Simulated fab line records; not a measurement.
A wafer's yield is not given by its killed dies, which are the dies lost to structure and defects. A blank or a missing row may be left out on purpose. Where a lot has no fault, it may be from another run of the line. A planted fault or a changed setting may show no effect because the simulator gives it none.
Matching of chambers | flow nandHarc | pecvd-02 running NHARC_A_CONTACT_DEP_85: 3 sister chambers
The step deposits SiON, target thk 50 nm. 6 wafers are shown with their chamber, then 8 later ones without.

WAFERS PAIRED WITH THEIR CHAMBERS
wafer  | chamber | heaterPowerW (W)
L077.6 | 1       | 807
L085.6 | 2       | 823
L089.3 | 0       | 705
L089.4 | 1       | 858
L089.6 | 2       | 709
L090.2 | 0       | 668

WAFERS WITHOUT THEIR CHAMBER
wafer  | heaterPowerW (W)
L090.4 | 709
L090.6 | 836
L092.1 | 790
L092.3 | 638
L092.4 | 767
L093.2 | 817
L093.4 | 708
L093.5 | 800

THE CHAMBER EACH PASSED THROUGH
wafer  | from the rows above          | in truth
L090.4 | can't be placed: 0 or 2 or 1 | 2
L090.6 | can't be placed: 1 or 2      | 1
L092.1 | can't be placed: 2 or 1 or 0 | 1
L092.3 | can't be placed: 0 or 2      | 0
L092.4 | can't be placed: 2 or 1 or 0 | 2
L093.2 | can't be placed: 1 or 2      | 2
L093.4 | can't be placed: 0 or 2 or 1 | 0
L093.5 | can't be placed: 1 or 2 or 0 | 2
Placed correctly: 0 of 8. From these rows, 8 cannot be placed; in 8 the true chamber is one of the candidates. 0 placed wrongly.
How it was worked out, from the rows above alone: a wafer's distance from a chamber is the root of the sum, over the readings, of the square of ((its reading less the chamber's mean) divided by the reading's scatter). The wafer belongs to the nearest chamber; if the next one is less than 2 further off, it can't be placed. For every chamber, the mean is computed from those of its wafers that are shown. The scatter: take each reading less its chamber's mean, square it, sum over the shown wafers, divide by the number of wafers less the number of chambers, and take the root.
